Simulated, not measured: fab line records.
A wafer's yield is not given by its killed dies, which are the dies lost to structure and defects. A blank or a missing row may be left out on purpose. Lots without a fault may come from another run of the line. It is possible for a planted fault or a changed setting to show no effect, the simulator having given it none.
Which tool is to blame? + flow nand harc + 13 lots, 39 wafers sampled, at 5 steps of a route of 1302

WHAT EACH GAUGE READ, for each wafer
NHARC_A_CHANNEL_HOLE_D1_CD_MEAS_30.
| lot  | measured     | on        | cd nm (nm)     |
|------|--------------|-----------|----------------|
| L120 | day 8 13:26  | cd sem-02 | 90.8 88.0 89.1 |
| L121 | day 9 06:08  | cd sem-02 | 92.3 90.2 89.9 |
| L122 | day 9 12:06  | cd sem-01 | 91.2 88.5 88.5 |
| L123 | day 9 23:49  | cd sem-03 | 90.7 87.8 90.2 |
| L124 | day 10 14:56 | cd sem-01 | 89.4 89.4 88.1 |
| L127 | day 11 06:02 | cd sem-01 | 88.6 86.7 87.5 |
| L129 | day 12 06:13 | cd sem-02 | 90.1 88.3 88.8 |
| L131 | day 13 07:15 | cd sem-03 | 88.5 88.7 89.7 |
| L132 | day 13 22:34 | cd sem-03 | 88.9 89.9 90.4 |
| L133 | day 14 04:44 | cd sem-02 | 91.8 90.0 91.1 |
| L134 | day 15 03:10 | cd sem-01 | 90.4 92.0 88.9 |
| L135 | day 15 04:06 | cd sem-01 | 90.0 89.8 88.6 |
| L142 | day 17 23:12 | cd sem-02 | 90.3 89.7 88.7 |

NHARC_END_SORT_01.
| lot  | measured     | on        | killed at array | killed at other | killed at periphery | killed dies | killed open | killed short |
|------|--------------|-----------|-----------------|-----------------|---------------------|-------------|-------------|--------------|
| L124 | day 25 12:23 | prober-02 | 68 63 71        | 0 0 0           | 12 9 10             | 80 72 81    | 10 4 3      | 3 0 3        |
| L129 | day 27 15:25 | prober-01 | 55 64 53        | 1 1 0           | 2 2 3               | 58 67 56    | 3 2 4       | 3 2 4        |
| L131 | day 28 12:01 | prober-02 | 73 74 71        | 1 0 1           | 5 7 7               | 79 81 79    | 3 2 6       | 2 1 1        |

TOOL THAT RAN EACH LOT (tool first, then ch and the chambers of the sampled wafers, then the start)
| lot  | NHARC_A_CHANNEL_FILL_D1_ALD_03                 | NHARC_A_CHANNEL_FILL_D1_ALD_25   | NHARC_A_CHANNEL_FILL_D1_ETCHBACK_08 |
|------|------------------------------------------------|----------------------------------|-------------------------------------|
| L120 | ald sin batch-01 ch 0, day 10 06:29 or earlier | ald hk-04 ch 2,3, day 10 06:29   | rie diel-09 ch 0,1,3, day 10 12:06  |
| L121 | ald sin batch-03 ch 0, day 10 21:12 or earlier | ald hk-03 ch 2,3, day 10 21:12   | rie diel-09 ch 0,1,3, day 11 02:08  |
| L122 | ald sin batch-01 ch 0, day 11 04:19 or earlier | ald hk-04 ch 0,2,3, day 11 04:19 | rie diel-09 ch 1,2,3, day 11 09:16  |
| L123 | ald sin batch-03 ch 0, day 11 18:35 or earlier | ald hk-03 ch 0,1, day 11 18:35   | rie diel-09 ch 0,2,3, day 11 23:29  |
| L124 | ald sin batch-02 ch 0, day 12 03:00 or earlier | ald hk-02 ch 0,2, day 12 03:00   | rie diel-11 ch 2,3, day 12 07:52    |
| L127 | ald sin batch-01 ch 0, day 12 23:06 or earlier | ald hk-02 ch 2,3, day 12 23:06   | rie diel-09 ch 0,2,3, day 13 04:04  |
| L129 | ald sin batch-03 ch 0, day 13 17:54 or earlier | ald hk-03 ch 0,1,3, day 13 17:54 | rie diel-09 ch 0,1,3, day 13 23:25  |
| L131 | ald sin batch-03 ch 0, day 14 21:04 or earlier | ald hk-04 ch 0,1,2, day 14 21:04 | rie diel-12 ch 2,3, day 15 01:26    |
| L132 | ald sin batch-01 ch 0, day 15 15:23 or earlier | ald hk-04 ch 2,3, day 15 15:23   | rie diel-12 ch 0,1,3, day 15 20:21  |
| L133 | ald sin batch-01 ch 0, day 15 19:40 or earlier | ald hk-03 ch 1,2, day 15 19:40   | rie diel-12 ch 0,1,3, day 16 00:37  |
| L134 | ald sin batch-01 ch 0, day 16 17:17 or earlier | ald hk-02 ch 1,2,3, day 16 17:17 | rie diel-12 ch 0,2,3, day 16 21:03  |
| L135 | ald sin batch-01 ch 0, day 16 15:25 or earlier | ald hk-03 ch 2,3, day 16 15:25   | rie diel-12 ch 0,1,2, day 17 00:39  |
| L142 | ald sin batch-03 ch 0, day 19 12:04 or earlier | ald hk-03 ch 1,2,3, day 19 12:04 | rie diel-11 ch 0,1,2, day 19 17:34  |
- NHARC_A_CHANNEL_FILL_D1_ALD_03: deposits SiNx, target thk 6 nm, pulse time 60 s, ald cycles 58.
- NHARC_A_CHANNEL_FILL_D1_ALD_25: deposits SiOx, target thk 60 nm, pulse time 10 s, ald cycles 600.
- NHARC_A_CHANNEL_FILL_D1_ETCHBACK_08: etches the open film in C4F8, target depth 220 nm, time 110 s.

AS READ BY THE TOOLS THEMSELVES (means over the sampled wafers that have a number; for cases with no such wafer, the mark the record gives instead)
NHARC_A_CHANNEL_FILL_D1_ALD_03.
| lot  | tool             | precursor pulse height rel |
|------|------------------|----------------------------|
| L120 | ald sin batch-01 | 1.005                      |
| L121 | ald sin batch-03 | 0.999                      |
| L122 | ald sin batch-01 | 1.001                      |
| L123 | ald sin batch-03 | 0.993                      |
| L124 | ald sin batch-02 | 1.001                      |
| L127 | ald sin batch-01 | 1.000                      |
| L129 | ald sin batch-03 | 0.977                      |
| L131 | ald sin batch-03 | 0.986                      |
| L132 | ald sin batch-01 | 0.979                      |
| L133 | ald sin batch-01 | 1.002                      |
| L134 | ald sin batch-01 | 1.000                      |
| L135 | ald sin batch-01 | 1.002                      |
| L142 | ald sin batch-03 | 0.997                      |

NHARC_A_CHANNEL_FILL_D1_ALD_25.
| lot  | tool      | heater power w (W) | precursor pulse height rel |
|------|-----------|--------------------|----------------------------|
| L120 | ald hk-04 | 485                | 1.012                      |
| L121 | ald hk-03 | 543                | 1.004                      |
| L122 | ald hk-04 | 488                | 1.028                      |
| L123 | ald hk-03 | 470                | 1.008                      |
| L124 | ald hk-02 | 456                | 0.973                      |
| L127 | ald hk-02 | 518                | 0.987                      |
| L129 | ald hk-03 | 473                | 1.004                      |
| L131 | ald hk-04 | 484                | 1.010                      |
| L132 | ald hk-04 | 458                | 0.981                      |
| L133 | ald hk-03 | 573                | 1.015                      |
| L134 | ald hk-02 | 468                | 0.984                      |
| L135 | ald hk-03 | 547                | 0.992                      |
| L142 | ald hk-03 | 514                | 0.983                      |

NHARC_A_CHANNEL_FILL_D1_ETCHBACK_08.
| lot  | tool        | oes product au (a.u.) | rf vpp V (V) | run length s (s) |
|------|-------------|-----------------------|--------------|------------------|
| L120 | rie diel-09 | 0.93                  | 440          | 131.3            |
| L121 | rie diel-09 | 0.99                  | 440          | 131.4            |
| L122 | rie diel-09 | 1.00                  | 440          | 131.3            |
| L123 | rie diel-09 | 0.92                  | 441          | 131.3            |
| L124 | rie diel-11 | 0.99                  | 437          | 131.0            |
| L127 | rie diel-09 | 0.92                  | 442          | 131.4            |
| L129 | rie diel-09 | 0.99                  | 439          | 131.5            |
| L131 | rie diel-12 | 0.99                  | 439          | 131.9            |
| L132 | rie diel-12 | 0.97                  | 440          | 131.7            |
| L133 | rie diel-12 | 0.99                  | 440          | 131.7            |
| L134 | rie diel-12 | 0.93                  | 439          | 132.9            |
| L135 | rie diel-12 | 0.92                  | 442          | 133.0            |
| L142 | rie diel-11 | 1.00                  | 440          | 131.4            |

THE ANSWER, worked out from the rows above alone
Rule: the lots themselves supply what counts as usual. The widest of any qualifying gaps counts: lots, ordered by their means at a reading, are off when they make up no more than a third of the lots, leave a main group of 4 or more, and stand apart from it by 3 or more times the standard deviation of that group's means. Not used: any main group whose means are identical at the precision the tables above print for the reading. Also off: a lot with no number at a reading for which 4 or more lots have one. Any other lot the step has rows for is counted as sound. The gauges are gone through in route order, then the tools' own readings, and for those a lot's mean is taken as printed above. The first step at which some lot is off is used, and at that step the reading that is off furthest; a lot without a number counts as furthest.
Off at NHARC_A_CHANNEL_FILL_D1_ETCHBACK_08 (run length s): L134, L135. Main group: mean 131.4 s, sd 0.23.
A tool fits if, at that step or a process step before it, it ran every lot that is off, and no sound lot after the first of them. NHARC_A_CHANNEL_FILL_D1_ALD_03: start missing for some lots; hours and lot order therefore follow NHARC_A_CHANNEL_FILL_D1_ALD_25. Undecided on this evidence; 2 tools fit (ald sin batch-01 at NHARC_A_CHANNEL_FILL_D1_ALD_03, rie diel-12 at NHARC_A_CHANNEL_FILL_D1_ETCHBACK_08).

WHAT THE SIMULATOR PUT IN
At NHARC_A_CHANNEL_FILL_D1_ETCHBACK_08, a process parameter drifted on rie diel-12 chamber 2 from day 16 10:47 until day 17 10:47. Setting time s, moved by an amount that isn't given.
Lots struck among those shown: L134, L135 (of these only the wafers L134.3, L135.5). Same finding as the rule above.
